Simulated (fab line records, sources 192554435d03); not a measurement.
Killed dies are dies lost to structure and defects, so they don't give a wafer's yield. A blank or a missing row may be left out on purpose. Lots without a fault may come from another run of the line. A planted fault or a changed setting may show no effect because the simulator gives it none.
A struck lot beside a sound one | flow n5_finfet | 18 steps out of a route of 1938
Sound: wafers L249.1, L249.4, L249.6. Struck: wafers L260.2, L260.4, L260.6. The cause comes at the end.
At each step with rows: each side's tool, then ch and its chambers, then its first start. Under that, the readings that differ: sound wafers | struck wafers | difference of the means | sigmas: that difference in standard deviations of wafers without a fault.
alike: readings whose means differ by less than 2 such deviations, and words and numbers that are the same on both sides. not compared: withheld readings, readings that some wafer has no value for, bounds like >300 that may hide the same value, and numbers for which the record gives no deviation and whose values overlap.
The two part at a step that has a row with sigmas, a row that says differs or no value, or rows on one side only. Numbers that don't overlap but have no deviation are shown without sigmas and don't part them. A reading that every wafer of one side lacks parts them only if that side has two wafers or more.

N5_BEOL_M10_ETCH_61: etches SiARC in CF4, target depth 39 nm, time 65 s.
  sound on rie_diel-04 ch 2,3, day 10 23:43; struck on rie_diel-01 ch 0,2,3, day 14 20:22
  alike: drypump_motor_current_A, etch_rf_on_time_s, mfc_ar_sccm, oes_product_au, rf_vpp_V, showerhead_plenum_p_Torr, throttle_valve_pct
  not compared: rf_hours_counter_h
N5_BEOL_M10_ETCH_62: etches SOC in N2/H2, target depth 110 nm, overetch 22 nm, time 165 s.
  sound on rie_diel-04 ch 2,3, day 10 23:46; struck on rie_diel-01 ch 0,2,3, day 14 20:25
  alike: drypump_motor_current_A, oes_product_au, rf_vpp_V, showerhead_plenum_p_Torr, temp_c, throttle_valve_pct
  not compared: rf_hours_counter_h
then, 1 step without rows for these wafers: N5_BEOL_M10_STRIP_68 (strips in N2/H2).
N5_BEOL_M10_STRIP_67: strips in CF4.
  sound on rie_diel-04 ch 2,3, day 10 23:55; struck on rie_diel-01 ch 0,2,3, day 14 20:34
  alike: drypump_motor_current_A, oes_product_au, rf_vpp_V, showerhead_plenum_p_Torr, throttle_valve_pct
  not compared: rf_hours_counter_h
N5_BEOL_M10_HM_OPEN_17: chemistry Cl2/BCl3, target TiN, target depth 20 nm, overetch 6 nm.
  sound on rie_metal-03 ch 0,1, day 10 23:57; struck on rie_metal-03 ch 0,1, day 14 20:36
  alike: drypump_motor_current_A, mfc_ar_sccm, oes_product_au, throttle_valve_pct
  not compared: rf_hours_counter_h
N5_BEOL_M10_STRIP_19: strips in O2.
  sound on rie_diel-04 ch 0,3, day 11 00:11; struck on rie_diel-01 ch 0,3, day 14 20:43
  alike: drypump_motor_current_A, oes_product_au, rf_vpp_V, showerhead_plenum_p_Torr, temp_c, throttle_valve_pct
  not compared: rf_hours_counter_h
N5_BEOL_M10_CD_MEAS_18: pitch 140 nm, target cd 70 nm.
  sound on cd_sem-03, day 11 00:16; struck on cd_sem-01, day 14 20:47
  alike: cd_nm
then, 5 steps without rows for these wafers: N5_BEOL_M10_COAT_63 (time 60 s, resist thk 100 nm); N5_BEOL_M10_COAT_64 (time 60 s, resist thk 30 nm); N5_BEOL_M10_COAT_22 (resist thk 90 nm); N5_BEOL_M10_EBR_24; N5_BEOL_M10_SOFTBAKE_23 (time 60 s).
N5_BEOL_M10_EXPOSE_25: exposes mask V9.
  sound on arfi_scanner-01 ch 0, day 11 00:51; struck on arfi_scanner-01 ch 0, day 14 21:04
  reading                          | sound          | struck      | difference | sigmas
  model.BEOL_M10.overlay_x_nm (nm) | -0.8 -0.8 -0.8 | 9.8 9.8 9.8 | +10.6      |
  alike: mask
then, 2 steps without rows for these wafers: N5_BEOL_M10_PEB_26 (peb time 60 s); N5_BEOL_M10_DEVELOP_27 (develop time 30 s).
N5_BEOL_M10_CD_MEAS_28: target cd 70 nm.
  sound on cd_sem-03 ch 0, day 11 00:59; struck on cd_sem-03 ch 0, day 14 21:12
  alike: cd_nm
N5_BEOL_M10_OVL_MEAS_29:
  sound on overlay-01 ch 0, day 11 01:01; struck on overlay-02 ch 0, day 14 21:14
  reading     | sound          | struck        | difference | sigmas
  V9_OVL (nm) | -0.9 -2.0 -1.1 | 10.5 9.0 10.0 | +11.2      | +14
N5_BEOL_M10_INSPECT_30: inspects for defects (brightfield).
  sound on defect_inspect-01, day 11 01:02; struck on defect_inspect-02, day 14 21:15
  alike: raw_defect_count

WHERE THEY PART
Only at N5_BEOL_M10_OVL_MEAS_29, within this record. Later steps at which nothing parts them and some readings are alike: N5_BEOL_M10_INSPECT_30.

WHY: what the simulator had put in
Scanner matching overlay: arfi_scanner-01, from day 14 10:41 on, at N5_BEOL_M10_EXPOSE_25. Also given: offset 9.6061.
